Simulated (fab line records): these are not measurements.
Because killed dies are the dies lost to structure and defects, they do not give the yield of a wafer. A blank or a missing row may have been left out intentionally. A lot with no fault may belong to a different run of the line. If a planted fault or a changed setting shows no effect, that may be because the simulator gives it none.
What tool caused it? | flow n5_finfet | 24 wafers from 8 lots sampled at 3 of the route's 1938 steps

== WHAT THE GAUGES READ, wafer by wafer ==
N5_BEOL_M4_RC_MEAS_101. Usual: DIBL_N 36.3 mV/V, standard deviation 1.4; DIBL_P 36.2 mV/V, standard deviation 1.5; IOFF_N 0.160 nA/um, standard deviation 0.021; IOFF_P 0.211 nA/um, standard deviation 0.027; ION_N 676 uA/um, standard deviation 7.7; ION_P 463 uA/um, standard deviation 5.5; SS_N 71.4 mV/dec, standard deviation 0.57; SS_P 73.3 mV/dec, standard deviation 0.58; VT_N 249.3 mV, standard deviation 2.5; VT_P -250.1 mV, standard deviation 2.6.
lot  | measured     | on        | DIBL_N (mV/V)  | DIBL_P (mV/V)  | IOFF_N (nA/um)    | IOFF_P (nA/um)    | ION_N (uA/um) | ION_P (uA/um) | SS_N (mV/dec)  | SS_P (mV/dec)  | VT_N (mV)         | VT_P (mV)            | flag
L895 | day 7 19:00  | prober-01 | 34.3 35.3 36.3 | 34.3 34.4 35.6 | 0.147 0.144 0.168 | 0.183 0.182 0.192 | 673 667 679   | 460 455 460   | 71.0 71.3 72.2 | 73.4 73.5 73.1 | 249.2 251.0 247.8 | -253.5 -253.1 -251.2 |
L897 | day 8 18:29  | prober-01 | 34.7 35.4 35.9 | 35.4 35.5 36.0 | 0.147 0.154 0.162 | 0.193 0.193 0.212 | 674 673 676   | 461 457 463   | 70.8 71.6 71.6 | 72.1 73.2 72.9 | 249.7 250.8 249.0 | -250.8 -250.3 -249.7 |
L901 | day 9 13:05  | prober-01 | 38.6 38.2 37.8 | 37.1 37.4 35.5 | 0.156 0.152 0.137 | 0.234 0.229 0.201 | 668 673 674   | 467 469 461   | 71.9 71.0 71.8 | 73.6 73.6 73.1 | 252.9 249.7 253.1 | -250.9 -249.4 -250.7 |
L905 | day 11 04:47 | prober-01 | 34.8 37.6 35.2 | 33.4 37.7 33.9 | 0.129 0.172 0.131 | 0.172 0.227 0.173 | 665 680 677   | 459 464 459   | 71.0 71.2 71.1 | 72.6 73.9 72.5 | 253.6 246.5 250.5 | -249.8 -248.4 -249.7 |
L908 | day 11 20:33 | prober-01 | 34.9 36.3 35.6 | 35.2 37.1 36.3 | 0.158 0.175 0.160 | 0.207 0.234 0.216 | 677 687 682   | 462 473 464   | 71.9 71.6 71.2 | 73.0 73.6 73.1 | 249.8 248.8 248.1 | -250.5 -247.4 -248.5 |
L910 | day 11 20:47 | prober-02 | 35.1 38.3 39.6 | 33.8 38.1 38.9 | 0.132 0.192 0.220 | 0.212 0.283 0.301 | 677 686 697   | 465 475 480   | 70.5 72.5 72.0 | 72.9 73.9 74.3 | 249.9 246.7 242.6 | -245.2 -245.0 -244.7 |
L917 | day 13 20:19 | prober-01 | 36.9 36.1 37.2 | 37.2 36.4 37.9 | 0.179 0.162 0.189 | 0.233 0.231 0.242 | 680 683 687   | 468 469 471   | 71.7 71.4 72.7 | 73.4 74.0 74.3 | 249.0 249.9 247.6 | -246.6 -250.1 -248.8 |
L918 | day 14 01:29 | prober-01 | 36.2 35.2 37.5 | 36.6 34.4 37.0 | 0.155 0.125 0.157 | 0.221 0.181 0.228 | 673 660 673   | 465 451 460   | 71.6 70.8 71.8 | 74.1 73.0 74.3 | 250.7 253.3 250.6 | -249.9 -250.6 -249.8 |

N5_BEOL_M5_INSPECT_30: inspects for defects (brightfield). Usual: raw_defect_count reads 423 (standard deviation 110).
lot  | measured     | on                | raw_defect_count | flag
L895 | day 8 00:04  | defect_inspect-02 | 465 512 507      |
L897 | day 9 00:16  | defect_inspect-01 | 452 382 396      |
L901 | day 9 17:33  | defect_inspect-02 | 323 343 235      |
L905 | day 11 10:13 | defect_inspect-01 | 279 418 489      |
L908 | day 12 00:10 | defect_inspect-01 | 547 465 616      |
L910 | day 12 02:02 | defect_inspect-01 | 490 428 499      |
L917 | day 13 23:29 | defect_inspect-02 | 305 263 363      |
L918 | day 14 07:55 | defect_inspect-01 | 383 376 386      |

== EACH LOT AND THE TOOL THAT RAN IT (in order: tool; ch and the chambers of the sampled wafers; start) ==
lot  | N5_BEOL_M5_ETCH_62
L895 | rie_diel-02 ch 0,1,3, day 7 23:19
L897 | rie_diel-02 ch 0,2,3, day 8 21:29
L901 | rie_diel-01 ch 1,2,3, day 9 16:48
L905 | rie_diel-01 ch 0,3, day 11 07:16
L908 | rie_diel-03 ch 0,1,2, day 11 23:15
L910 | rie_diel-03 ch 1,2, day 12 01:15
L917 | rie_diel-01 ch 1,2,3, day 13 22:34
L918 | rie_diel-03 ch 2,3, day 14 06:07
- N5_BEOL_M5_ETCH_62: etches SOC in N2/H2, target depth 75 nm, overetch 15 nm, time 112.5 s.

== AS READ BY THE TOOLS THEMSELVES (means over the sampled wafers that have a number; for cases with no such wafer, the mark the record gives instead) ==
N5_BEOL_M5_ETCH_62. Usual: bias_w 150.0 W, standard deviation 0.5; chamber_pressure_mTorr 29.999 mTorr, standard deviation 0.029; drypump_motor_current_A 5.7 A, standard deviation 0.54; oes_product_au 0.63 a.u., standard deviation 0.052; rf_fwd_power_W 836.7 W, standard deviation 2.6; rf_vpp_V 525.0 V, standard deviation 2.4; showerhead_plenum_p_Torr 2.58 Torr, standard deviation 0.08; throttle_valve_pct 17.74 %, standard deviation 0.19.
lot  | tool        | bias_w (W) | chamber_pressure_mTorr (mTorr) | drypump_motor_current_A (A) | oes_product_au (a.u.) | rf_fwd_power_W (W) | rf_vpp_V (V) | showerhead_plenum_p_Torr (Torr) | throttle_valve_pct (%) | flag
L895 | rie_diel-02 | 150.1      | 30.016                         | 5.6                         | 0.57                  | 836.7              | 525.9        | 2.59                            | 17.90                  |
L897 | rie_diel-02 | 149.9      | 30.012                         | 5.4                         | 0.59                  | 835.7              | 525.0        | 2.58                            | 17.77                  |
L901 | rie_diel-01 | 150.4      | 30.010                         | 5.3                         | 0.65                  | 836.6              | 523.9        | 2.53                            | 17.61                  |
L905 | rie_diel-01 | 150.0      | 30.008                         | 5.6                         | 0.67                  | 834.8              | 527.1        | 2.61                            | 17.73                  |
L908 | rie_diel-03 | 149.6      | 30.009                         | 6.2                         | 0.65                  | 836.0              | 524.7        | 2.60                            | 17.64                  |
L910 | rie_diel-03 | 150.7      | 29.976                         | 6.5                         | 0.63                  | 837.3              | 526.9        | 2.67                            | 17.78                  |
L917 | rie_diel-01 | 150.3      | 30.012                         | 5.4                         | 0.62                  | 837.2              | 523.8        | 2.52                            | 17.68                  |
L918 | rie_diel-03 | 150.5      | 30.011                         | 6.0                         | 0.66                  | 835.9              | 526.4        | 2.61                            | 17.74                  |

== THE ANSWER, worked out from the rows above alone ==
Rule: a lot counts as off when the mean over its wafers that have a number is more than 3 standard deviations away from the usual mean. Also off: a lot with no number at a reading for which 4 or more lots have one. Any other lot the step has rows for is counted as sound. After the gauges, taken in route order, come the tools' own readings; for these a lot's mean is taken, as printed above. At the first step where some lot is off, the reading lying furthest off is the one used; lots without a number count as furthest.
No lot is off at any reading shown: from this, nothing can be told.

== WHAT THE SIMULATOR HAD INSERTED ==
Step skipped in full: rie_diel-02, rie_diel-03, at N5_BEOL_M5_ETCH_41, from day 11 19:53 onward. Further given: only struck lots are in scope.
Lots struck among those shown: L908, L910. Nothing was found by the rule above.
